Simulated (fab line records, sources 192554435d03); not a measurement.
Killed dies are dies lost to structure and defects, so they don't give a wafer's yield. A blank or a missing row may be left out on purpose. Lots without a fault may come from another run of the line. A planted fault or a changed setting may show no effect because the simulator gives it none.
fab line records | flow n5_finfet
record lots=10 wafers=30 last_day=18
route steps=1938 shown BEOL_M7@1317 BEOL_M8@1332 PASSIVATION@1936
lots that met no fault: from a run of the same line without faults
start_h: hours from the record's first day to the start of the lot's first wafer shown | wait_h: hours since the lot's step before | " the same as in the row above | L1.1+2: a row that stands for several wafers | - no value, or no start given | * or withheld: withheld | < > ~ a bound
route shown NAME@n: a module of which the file shows steps, and the number in the route of the first | usual: mean/standard deviation of fault-free wafers | same: alike in all rows | chamber/n: place in a boat | sites: the reading at each site | _std_site: their standard deviation | _edge_site: outer sites' mean less inner sites' | radius_mm: how far each site lies from the wafer's centre | mask NAME#n: copy n | behind: the tool/chamber that last shaped the wafer | hold: why the lot was held/for how many hours/how that ended | device: the transistor (n, p or np) that didn't switch | end of line: the same wafers' tests at the end of the route | a step without rows: its recipe alone | killed: dies lost to structure and defects at the first sort, not the wafer's yield | map: a wafer's dies, x killed, . not, _ none there
set.NAME: the setting as run; set.NAME@STEP: as run at that earlier step | model.NAME: the simulator's own value behind a step, which no gauge read
steps of the route over a sample of lots; a table a step, a row a wafer
services: from which hour (start_h, from the record's first day; less than 0 if before it) a tool's chamber was out of use, for how many hours, and why
## steps
# step N5_BEOL_M7_CURE_75
# recipe temp_c=370 time_s=120 ambient=DMADMS/He material=SiCOH_lowk
# usual lamp_power_pct=52.31/0.053 wafer_temp_C_max=371.2/0.35
# columns lot.wafer tool chamber start_h wait_h lamp_power_pct wafer_temp_C_max
L362.2 uv_cure-01 2 194.41 0.1 52.27 371.4
L362.3 " 2 " " 52.32 371.2
L362.6 " 2 " " 52.35 371.2
L364.2 uv_cure-03 1 207.07 0.1 52.24 370.9
L364.3 " 1 " " 52.27 370.7
L364.5 " 1 " " 52.36 372.3
L370.2 uv_cure-01 2 244.64 0.1 52.22 371.8
L370.4 " 2 " " 52.34 371.1
L370.5 " 2 " " 52.40 371.1
L371.1 uv_cure-01 1 256.87 0.1 52.27 371.3
L371.5 " 1 " " 52.33 371.0
L371.6 " 1 " " 52.25 371.0
L373.1 uv_cure-01 0 271.03 0.1 52.32 371.0
L373.5 " 0 " " 52.38 371.1
L373.6 " 0 " " 52.32 370.7
L377.2 uv_cure-02 1 298.21 0.1 52.30 371.0
L377.3 " 1 " " 52.27 371.7
L377.4 " 1 " " 52.31 371.2
L380.1 uv_cure-01 0 303.17 0.0 52.30 371.6
L380.2 " 0 " " 52.31 371.3
L380.5 " 0 " " 52.34 370.8
L378.2 uv_cure-01 1 303.61 0.1 52.37 370.7
L378.3 " 1 " " 52.25 370.9
L378.5 " 1 " " 52.37 370.9
L382.1 uv_cure-01 0 332.08 0.0 52.35 371.3
L382.3 " 0 " " 52.25 371.7
L382.5 " 0 " " 52.28 372.3
L383.1 uv_cure-01 2 337.41 0.0 52.28 371.3
L383.3 " 2 " " 52.32 371.5
L383.5 " 2 " " 52.38 371.7
# step N5_BEOL_M8_ILD_DEP_00
# recipe material=SiCOH_lowk target_thk_a=1797.5 temp_c=300 precursor=DEMS/porogen pressure_torr=5 rf_w=500 time_s=33.4
# usual heater_power_w=319/72 showerhead_plenum_p_Torr=5.740/0.021 throttle_valve_pct=13.6/1.1
# columns lot.wafer tool chamber start_h wait_h heater_power_w showerhead_plenum_p_Torr throttle_valve_pct
L362.2 pecvd-04 2 198.61 0.0 320 5.729 12.8
L362.3 " 0 " " 280 5.761 13.8
L362.6 " 0 " " 284 5.741 13.8
L364.2 pecvd-02 2 210.31 0.0 269 5.715 13.2
L364.3 " 1 " " 227 5.725 13.4
L364.5 " 1 " " 241 5.722 13.5
L370.2 pecvd-03 0 248.08 0.0 277 5.776 15.2
L370.4 " 1 " " 466 5.752 12.2
L370.5 " 0 " " 285 5.749 15.0
L371.1 pecvd-04 2 259.76 0.0 322 5.716 12.7
L371.5 " 2 " " 320 5.734 12.7
L371.6 " 0 " " 319 5.760 13.6
L373.1 pecvd-03 2 275.85 0.0 357 5.721 12.4
L373.5 " 2 " " 283 5.721 12.5
L373.6 " 1 " " 503 5.760 12.4
L377.2 pecvd-02 0 300.22 0.0 318 5.745 15.1
L377.3 " 1 " " 264 5.713 13.9
L377.4 " 0 " " 325 5.775 15.3
L380.1 pecvd-03 2 305.64 0.0 300 5.724 12.3
L380.2 " 1 " " 477 5.760 12.4
L380.5 " 1 " " 487 5.770 12.3
L378.2 pecvd-03 0 305.90 0.0 289 5.770 15.3
L378.3 " 1 " " 459 5.771 12.3
L378.5 " 2 " " 304 5.728 12.4
L382.1 pecvd-04 2 335.20 0.0 333 5.705 13.0
L382.3 " 1 " " 259 5.747 14.6
L382.5 " 1 " " 263 5.735 14.5
L383.1 pecvd-03 2 339.55 0.0 348 5.713 12.2
L383.3 " 1 " " 489 5.763 12.2
L383.5 " 1 " " 403 5.772 12.2
# step N5_BEOL_M8_DESCUM_16
# recipe chemistry=O2 time_s=7.9 source_power_w=50 bias_power_w=20 pressure_mtorr=20 rf_frequency_hz=2.712e+07 temp_c=40 resist=CAR-ArF o2_flow_sccm=225
# usual bias_power_w=20.00/0.058 drypump_motor_current_A=6.0/0.39 oes_product_au=0.83/0.087 rf_vpp_V=243.0/1.3 showerhead_plenum_p_Torr=2.09/0.063 throttle_valve_pct=20.42/0.25
# columns lot.wafer tool chamber start_h wait_h bias_power_w drypump_motor_current_A oes_product_au rf_hours_counter_h rf_vpp_V showerhead_plenum_p_Torr throttle_valve_pct
L362.2 rie_diel-05 1 201.50 0.0 19.99 6.2 0.95 1 243.4 2.06 20.46
L362.3 " 2 " " 19.97 6.3 0.79 90 244.7 2.03 20.16
L362.6 " 0 " " 20.06 6.0 0.83 - 241.9 2.03 20.13
L364.2 rie_diel-04 0 213.12 0.1 19.99 5.4 0.96 10 244.1 2.15 20.14
L364.3 " 2 " " 19.94 5.3 0.92 16 241.8 2.04 19.94
L364.5 " 3 " " 20.05 6.4 0.95 - 244.7 2.24 20.51
L370.2 rie_diel-04 2 250.84 0.4 20.06 5.3 0.89 29 242.0 2.03 19.98
L370.4 " 1 " " 20.06 6.0 0.68 218 243.9 2.07 20.50
L370.5 " 1 " " 19.99 6.0 0.68 - 243.7 2.07 20.50
L371.1 rie_diel-04 0 261.80 0.0 20.05 5.4 0.92 27 244.4 2.14 20.16
L371.5 " 2 " " 20.04 5.4 0.90 - 241.5 2.03 20.00
L371.6 " 3 " " 19.93 6.3 0.90 - 245.9 2.24 20.54
L373.1 rie_diel-03 0 277.40 0.0 19.93 5.7 0.81 106 243.6 2.10 20.71
L373.5 " 0 " " 19.91 5.7 0.81 - 244.1 2.10 20.69
L373.6 " 3 " " 19.99 6.3 0.77 - 242.3 2.09 20.35
L377.2 rie_diel-03 2 303.73 0.2 19.97 5.5 0.94 10 243.3 2.13 20.62
L377.3 " 3 " " 19.96 6.4 0.77 158 242.5 2.09 20.38
L377.4 " 1 " " 20.14 6.5 0.84 59 239.7 2.04 20.65
L380.1 rie_diel-03 3 307.49 0.0 20.05 6.3 0.76 159 242.7 2.09 20.37
L380.2 " 0 " " 20.02 5.8 0.79 119 243.8 2.10 20.68
L380.5 " 3 " " 19.98 6.3 0.77 - 243.3 2.09 20.38
L378.2 rie_diel-03 2 307.74 0.1 19.99 5.5 0.94 12 242.4 2.13 20.63
L378.3 " 0 " " 20.07 5.7 0.79 119 241.7 2.10 20.71
L378.5 " 3 " " 19.94 6.3 0.77 - 243.3 2.09 20.38
L382.1 rie_diel-04 3 338.37 0.5 20.02 6.3 0.86 49 245.6 2.23 20.59
L382.3 " 2 " " 19.96 5.3 0.84 64 242.5 2.02 20.04
L382.5 " 2 " " 19.95 5.4 0.84 - 243.0 2.02 20.03
L383.1 rie_diel-03 1 341.77 0.3 19.93 6.5 0.82 76 244.1 2.03 20.69
L383.3 " 3 " " 19.94 6.3 0.75 172 244.2 2.09 20.41
L383.5 " 1 " " 19.97 6.6 0.82 - 242.2 2.03 20.70
# step N5_BEOL_M8_ETCH_62
# recipe chemistry=N2/H2 target=SOC target_depth_a=1100 overetch_a=220 mask_material=SiARC temp_c=40 time_s=165 ion_energy_ev=200 pressure_mtorr=30 source_w=840 bias_w=150 n2_flow_sccm=200 h2_flow_sccm=200
# usual drypump_motor_current_A=6.0/0.39 oes_product_au=0.70/0.072 rf_fwd_power_W=837.4/2.8 rf_vpp_V=523.8/2.1 showerhead_plenum_p_Torr=2.54/0.074 throttle_valve_pct=17.83/0.25
# columns lot.wafer tool chamber start_h wait_h drypump_motor_current_A oes_product_au rf_fwd_power_W rf_hours_counter_h rf_vpp_V showerhead_plenum_p_Torr throttle_valve_pct
L362.2 rie_diel-05 1 201.59 0.0 6.2 0.80 838.5 1 523.8 2.50 17.77
L362.3 " 2 " " 6.3 0.68 838.1 90 523.0 2.47 17.62
L362.6 " 0 " " 6.0 0.70 830.3 - 521.1 2.47 17.68
L364.2 rie_diel-04 0 213.21 0.0 5.4 0.81 839.1 10 526.8 2.61 17.53
L364.3 " 2 " " 5.4 0.79 834.9 16 523.6 2.48 17.36
L364.5 " 3 " " 6.4 0.82 837.4 - 527.2 2.71 17.80
L370.2 rie_diel-04 2 250.93 0.0 5.4 0.76 1040.4 29 485.5 2.48 17.40
L370.4 " 1 " " 6.0 0.58 1046.1 218 487.0 2.52 17.93
L370.5 " 1 " " 6.0 0.58 1047.4 - 486.5 2.52 17.93
L371.1 rie_diel-04 0 261.90 0.0 5.4 0.77 1040.4 27 489.0 2.60 17.56
L371.5 " 2 " " 5.3 0.77 1036.7 - 485.8 2.47 17.39
L371.6 " 3 " " 6.3 0.77 1039.9 - 491.8 2.70 17.83
L373.1 rie_diel-03 0 277.49 0.0 5.7 0.68 835.8 106 525.4 2.56 18.15
L373.5 " 0 " " 5.7 0.69 839.0 - 523.5 2.56 18.13
L373.6 " 3 " " 6.3 0.65 839.4 - 523.4 2.54 17.76
L377.2 rie_diel-03 2 303.82 0.0 5.5 0.79 835.6 10 526.0 2.60 18.06
L377.3 " 3 " " 6.4 0.65 838.7 158 524.0 2.54 17.76
L377.4 " 1 " " 6.5 0.72 839.9 59 521.6 2.48 18.02
L380.1 rie_diel-03 3 307.58 0.0 6.3 0.65 833.1 159 523.2 2.54 17.77
L380.2 " 0 " " 5.7 0.67 838.5 119 523.7 2.56 18.15
L380.5 " 3 " " 6.3 0.65 837.0 - 522.9 2.54 17.78
L378.2 rie_diel-03 2 307.83 0.0 5.5 0.78 837.1 12 526.8 2.60 18.05
L378.3 " 0 " " 5.7 0.67 837.1 119 523.5 2.55 18.14
L378.5 " 3 " " 6.3 0.65 831.9 - 522.9 2.54 17.77
L382.1 rie_diel-04 3 338.46 0.0 6.4 0.73 840.4 49 529.2 2.69 17.89
L382.3 " 2 " " 5.4 0.73 838.3 64 521.4 2.46 17.46
L382.5 " 2 " " 5.3 0.72 841.0 - 521.4 2.46 17.45
L383.1 rie_diel-03 1 341.86 0.0 6.5 0.69 837.6 76 522.3 2.48 18.05
L383.3 " 3 " " 6.3 0.64 836.5 173 523.1 2.53 17.79
L383.5 " 1 " " 6.5 0.69 836.9 - 521.9 2.48 18.07
# step N5_PASSIVATION_PROBE_49
# usual defect_limited_yield=91.2/1.4 killed_at_M0_to_M3=35/11 killed_at_M4_up=12/4.2 killed_at_contacts=13/5.6 killed_at_front_end=40/12 killed_at_other=3.3/2.6 killed_dies=103/17 killed_open=68/12 killed_short=34/7.6 sort_bin_5_function=5.1/0.95 sort_bin_6_memory=3.3/0.68 sort_bin_8_speed=0.00/0.007 sort_n_pass=1077/17 sort_yield_pct=91.2/1.4
# same gross_dies=1180 killed_at_back_side=0 sort_bin_4_leakage[%]=0
# columns lot.wafer tool chamber start_h wait_h defect_limited_yield[%] killed_at_M0_to_M3 killed_at_M4_up killed_at_contacts killed_at_front_end killed_at_other killed_dies killed_open killed_short sort_bin_5_function[%] sort_bin_6_memory[%] sort_bin_8_speed[%] sort_n_pass sort_yield_pct[%]
L364.2 prober-01 - 286.77 0.1 91.7 35 6 17 39 1 98 64 32 4.7 3.1 0 1082 91.7
L364.3 prober-01 - 286.82 0.1 88.3 58 12 8 59 1 138 83 54 6.0 4.7 0 1042 88.3
L364.5 prober-01 - 286.92 0.2 90.3 41 13 6 54 1 115 85 28 5.8 3.8 0 1065 90.3
L373.1 prober-02 - 339.91 0.0 89.6 43 17 12 51 0 123 80 38 6.0 3.6 0 1057 89.6
L373.5 prober-02 - 340.11 0.2 91.5 30 15 4 42 9 100 57 43 5.0 3.3 0 1080 91.5
L373.6 prober-02 - 340.16 0.3 90.9 23 15 10 56 3 107 68 37 5.3 3.1 0 1073 90.9
# killed by level:class
L364.2 MOL_CONTACT_COAG:geometric_particle:open=15 STI_FIN_REVEAL:geometric_particle:open=9 BEOL_M0_SAQP:geometric_particle:open=9 BEOL_M0_SAQP:geometric_particle:short=7 FIN_SAQP:geometric_particle:open=6 FIN_SAQP:geometric_particle:short=6 BEOL_M2:geometric_particle:open=6 BEOL_M1:geometric_particle:open=5
L364.3 BEOL_M0_SAQP:geometric_particle:short=20 BEOL_M0_SAQP:geometric_particle:open=15 FIN_SAQP:geometric_particle:short=13 DUMMY_GATE:geometric_particle:open=11 FIN_SAQP:geometric_particle:open=9 STI_FIN_REVEAL:geometric_particle:open=9 BEOL_M3:geometric_particle:open=9 BEOL_M1:geometric_particle:open=7
L364.5 FIN_SAQP:geometric_particle:open=21 BEOL_M0_SAQP:geometric_particle:open=11 FIN_SAQP:geometric_particle:short=10 BEOL_M0_SAQP:geometric_particle:short=9 BEOL_M2:geometric_particle:open=8 BEOL_M4:geometric_particle:open=7 STI_FIN_REVEAL:geometric_particle:open=6 BEOL_M1:geometric_particle:open=6
L373.1 STI_FIN_REVEAL:geometric_particle:open=14 BEOL_M0_SAQP:geometric_particle:short=13 BEOL_M0_SAQP:geometric_particle:open=13 BEOL_M4:geometric_particle:open=10 MOL_CONTACT_COAG:geometric_particle:open=9 FIN_SAQP:geometric_particle:open=6 DUMMY_GATE:geometric_particle:open=5 ILD0:geometric_particle:open=4
L373.5 BEOL_M0_SAQP:geometric_particle:short=10 BEOL_M4:geometric_particle:open=9 BEOL_M0_SAQP:geometric_particle:open=9 ILD0:geometric_particle:short=8 STI_FIN_REVEAL:geometric_particle:open=6 ILD0:geometric_particle:open=5 GATE_CUT:geometric_particle:short=4 MOL_CONTACT_COAG:geometric_particle:open=4
L373.6 STI_FIN_REVEAL:geometric_particle:open=14 MOL_CONTACT_COAG:geometric_particle:open=9 FIN_SAQP:geometric_particle:open=8 ILD0:geometric_particle:short=6 GATE_CUT:geometric_particle:short=6 BEOL_M0_SAQP:geometric_particle:open=5 BEOL_M1:geometric_particle:open=5 FIN_SAQP:geometric_particle:short=4
## services
# columns tool chamber start_h hours kind
rie_diel-04 0 173.53 - clean
rie_diel-04 0 173.53 - consumable_replace:focus_ring
rie_diel-04 0 173.53 14.9 scheduled_down
rie_diel-04 0 173.53 14.9 vent_cycle
rie_diel-04 3 188.51 - clean
rie_diel-04 3 188.51 - consumable_replace:focus_ring
rie_diel-05 3 202.56 13.1 repair
uv_cure-03 - 207.57 2.1 pm
uv_cure-02 - 215.20 9.5 repair
pecvd-04 - 221.49 0.8 repair
pecvd-04 - 225.70 4.3 pm
rie_diel-03 2 245.19 - clean
rie_diel-03 2 245.19 - consumable_replace:focus_ring
rie_diel-03 2 245.19 22.5 scheduled_down
rie_diel-03 2 245.19 22.5 vent_cycle
rie_diel-03 2 282.26 6.2 repair
uv_cure-01 - 285.16 4.7 repair
rie_diel-04 1 301.83 9.3 repair
uv_cure-03 - 302.98 7.5 pm
rie_diel-05 0 311.43 10.0 repair
rie_diel-05 1 312.06 1.9 repair
uv_cure-03 - 325.83 6.0 pm
pecvd-03 - 329.53 5.4 repair
uv_cure-03 - 331.83 1.0 pm
## key
first_sign step=N5_BEOL_M8_ETCH_62 reading=rf_fwd_power_W direction=up sigmas=73 usual=* struck=*
effect step=N5_BEOL_M8_ETCH_62 reading=rf_vpp_V direction=down sigmas=17 usual=523.8 struck=487.6
met_at N5_BEOL_M8_ETCH_62
struck_lots L370,L371
not_acting_at N5_BEOL_M7_CURE_75,N5_BEOL_M8_ILD_DEP_00,N5_BEOL_M8_DESCUM_16
onset_between 213.21 250.93
fault kind=process_parameter_drift tool=rie_diel-04 chamber=- onset_h=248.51 steps=N5_BEOL_M8_ETCH_62 channel=source_w offset=201.6 shape=step end_h=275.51 acts_in=these_recipes_only stated=840
